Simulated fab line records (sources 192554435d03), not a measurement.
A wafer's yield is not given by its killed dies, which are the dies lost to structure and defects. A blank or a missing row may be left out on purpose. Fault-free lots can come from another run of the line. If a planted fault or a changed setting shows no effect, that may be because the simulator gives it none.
One fault through the eyes of 2 desks :: flow n5-finfet :: each desk holds nothing but its own numbers, with what lay behind them at the end

AT THE METROLOGY DESK
What the gauges read for every lot (on any tool): the sampled wafers with a number, averaged. A lot is out of limits, marked OUT, if its mean lies more than 4 standard deviations from the usual mean; the brackets give that distance. Of its 11 readings 7 are shown: those that lie furthest out on some lot.
Columns: A = DIBL_N at N5_BEOL_M4_RC_MEAS_101, usual 36.2 mV/V; B = DIBL_P at N5_BEOL_M4_RC_MEAS_101, usual 36.2 mV/V; C = IOFF_P at N5_BEOL_M4_RC_MEAS_101, usual 0.21 nA/um; D = ION_P at N5_BEOL_M4_RC_MEAS_101, usual 462 uA/um; E = SS_N at N5_BEOL_M4_RC_MEAS_101, usual 71.4 mV/dec; F = SS_P at N5_BEOL_M4_RC_MEAS_101, usual 73.2 mV/dec; G = VT_P at N5_BEOL_M4_RC_MEAS_101, usual -251 mV
lot: L811
first seen here: day 5 11:21
A: 36.1
B: 38.0
C: 0.21
D: 456
E: 71.5
F: 73.3
G: -251

lot: L814
first seen here: day 6 10:55
A: 37.9
B: 38.4
C: 0.24
D: 466
E: 72.2
F: 74.1
G: -247

lot: L815
first seen here: day 6 12:53
A: 37.5
B: 36.9
C: 0.22
D: 459
E: 71.6
F: 73.7
G: -251

lot: L820
first seen here: day 7 19:07
A: 35.8
B: 36.0
C: 0.22
D: 464
E: 71.5
F: 73.5
G: -250

lot: L822
first seen here: day 8 06:53
A: 36.2
B: 36.0
C: 0.22
D: 465
E: 71.7
F: 73.1
G: -249

lot: L824
first seen here: day 8 18:59
A: 36.3
B: 34.8
C: 0.20
D: 461
E: 71.2
F: 72.9
G: -252

lot: L825
first seen here: day 9 01:42
A: 35.4
B: 36.0
C: 0.19
D: 458
E: 70.9
F: 73.3
G: -252

lot: L827
first seen here: day 9 12:32
A: 36.4
B: 35.9
C: 0.21
D: 458
E: 71.4
F: 72.7
G: -251

lot: L828
first seen here: day 9 17:25
A: 34.7
B: 35.8
C: 0.16
D: 452
E: 71.0
F: 73.4
G: -258
This desk's finding: nothing out of limits on any of the 9 lots.

DESK OF THE TOOL OWNER: ald-metal-03
The tool's own readings at N5_HKMG_FIN_PWFM_ALD_03 (deposits TiN, target thk 2 nm, pulse time 1 s, purge time 3 s): means of the sampled wafers that have a number, for each lot that ran on this tool. A lot is out of limits, marked OUT, if its mean lies more than 4 standard deviations from the usual mean; the brackets give that distance.
Columns: A = heater-power-w at N5_HKMG_FIN_PWFM_ALD_03, usual 889 W; B = precursor-pulse-height-rel at N5_HKMG_FIN_PWFM_ALD_03, usual 0.997
lot: L811
first seen here: day 5 14:07
A: 851
B: 0.981

lot: L814
first seen here: day 6 13:27
A: 848
B: 1.000

lot: L815
first seen here: day 6 15:25
A: 935
B: 0.980
This desk's finding: nothing out of limits on any of the 3 lots.

BROUGHT TOGETHER
At the metrology desk, nothing out of limits was observed.
Nothing out of limits was seen by the tool owner's desk.

WHAT THE SIMULATOR HAD PUT IN
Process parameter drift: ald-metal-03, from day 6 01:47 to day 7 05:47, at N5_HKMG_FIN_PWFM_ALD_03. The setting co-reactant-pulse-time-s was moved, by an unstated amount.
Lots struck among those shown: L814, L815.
